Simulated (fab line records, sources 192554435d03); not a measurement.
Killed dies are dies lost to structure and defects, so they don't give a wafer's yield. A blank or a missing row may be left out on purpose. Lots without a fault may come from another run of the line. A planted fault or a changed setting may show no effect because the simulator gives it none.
Split-lot experiment | flow n5_finfet | 7 lots, 21 wafers read, on a route of 1938 steps

THE SPLIT
At N5_BEOL_M5_VIA_ETCH_34 (etches SiCOH lowk in C4F6/O2, target depth 88.3 nm, time 39.2 s), the setting bias_w was moved away from the recipe's 185 W on 5 of the 21 wafers read, by -11.8% to -5.5%. The other wafers ran this setting at the recipe's value.

The reading is taken at the split's own step.

THE READING
rf_vpp_V, in V, at N5_BEOL_M5_VIA_ETCH_34 (etches SiCOH lowk in C4F6/O2, target depth 88.3 nm, time 39.2 s). Fault-free wafers of this fab line usually give 665 V, standard deviation 9.4 V.

wafer  | tool, chamber at the split | bias_w as run, W | against the recipe | rf_vpp_V, V | against lot-mates on the recipe
L077.2 | rie_diel-01, 0             | 185              | recipe             | 656         | -
L077.3 | rie_diel-01, 3             | 185              | recipe             | 662         | -
L077.4 | rie_diel-01, 1             | 185              | recipe             | 660         | -
L080.2 | rie_diel-06, 0             | 174.9            | -5.5%              | 634         | -26
L080.4 | rie_diel-06, 3             | 185              | recipe             | 660         | -
L080.5 | rie_diel-06, 1             | 174.9            | -5.5%              | 615         | -45
L084.1 | rie_diel-02, 2             | 163.2            | -11.8%             | 604         | -70
L084.2 | rie_diel-02, 1             | 185              | recipe             | 680         | -
L084.4 | rie_diel-02, 2             | 185              | recipe             | 668         | -
L087.2 | rie_diel-02, 2             | 174.1            | -5.9%              | 636         | -32
L087.3 | rie_diel-02, 1             | 174.1            | -5.9%              | 647         | -21
L087.5 | rie_diel-02, 2             | 185              | recipe             | 668         | -
L085.2 | rie_diel-06, 1             | 185              | recipe             | 645         | -
L085.4 | rie_diel-06, 2             | 185              | recipe             | 648         | -
L085.5 | rie_diel-06, 3             | 185              | recipe             | 660         | -
L091.1 | rie_diel-06, 1             | 185              | recipe             | 643         | -
L091.4 | rie_diel-06, 0             | 185              | recipe             | 661         | -
L091.6 | rie_diel-06, 0             | 185              | recipe             | 664         | -
L090.2 | rie_diel-01, 1             | 185              | recipe             | 661         | -
L090.3 | rie_diel-01, 2             | 185              | recipe             | 675         | -
L090.5 | rie_diel-01, 0             | 185              | recipe             | 656         | -

THE FIT
A straight line over all 21 wafers: rf_vpp_V changes by +4.77 V for each +1% of bias_w; r = +0.84; the points scatter about the line by 10 V.
The same after taking each lot's own level away (the mean of its wafers on the recipe; 21 wafers): +5.71 V for each +1%; r = +0.93; scatter 7.5 V.
On that fit, the largest move of bias_w shifts the reading by 67 V.
The lots' own levels span 651.0 to 674.0 V, that is 2.4 times the standard deviation above.
So the lot-to-lot level changes the slope: the two fits differ.
Check: with one of the wafers moved furthest among these (-11.8%) left out of the fit, the line predicts -63.9 V for it against its lot-mates. It came out at -70 V against them.
Tool readings at the split's step, against how far the setting was moved: rf_vpp_V r = +0.84.

OTHER SPLITS ON THESE WAFERS
These wafers also went through other splits before the reading. Each is held against what the fit with the lots' levels taken away leaves over:
other split on the same wafers   | wafers away from the commonest value | r with rf_vpp_V (lot level and that fit taken away)
N5_BEOL_M2_DESCUM_16 time_s      | 7                                    | +0.00
N5_BEOL_M4_TRENCH_ETCH_37 time_s | 7                                    | +0.02

THE FILE'S OWN FIT
rf_vpp_V changes by +5.79 V for each +1% of bias_w, r = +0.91.
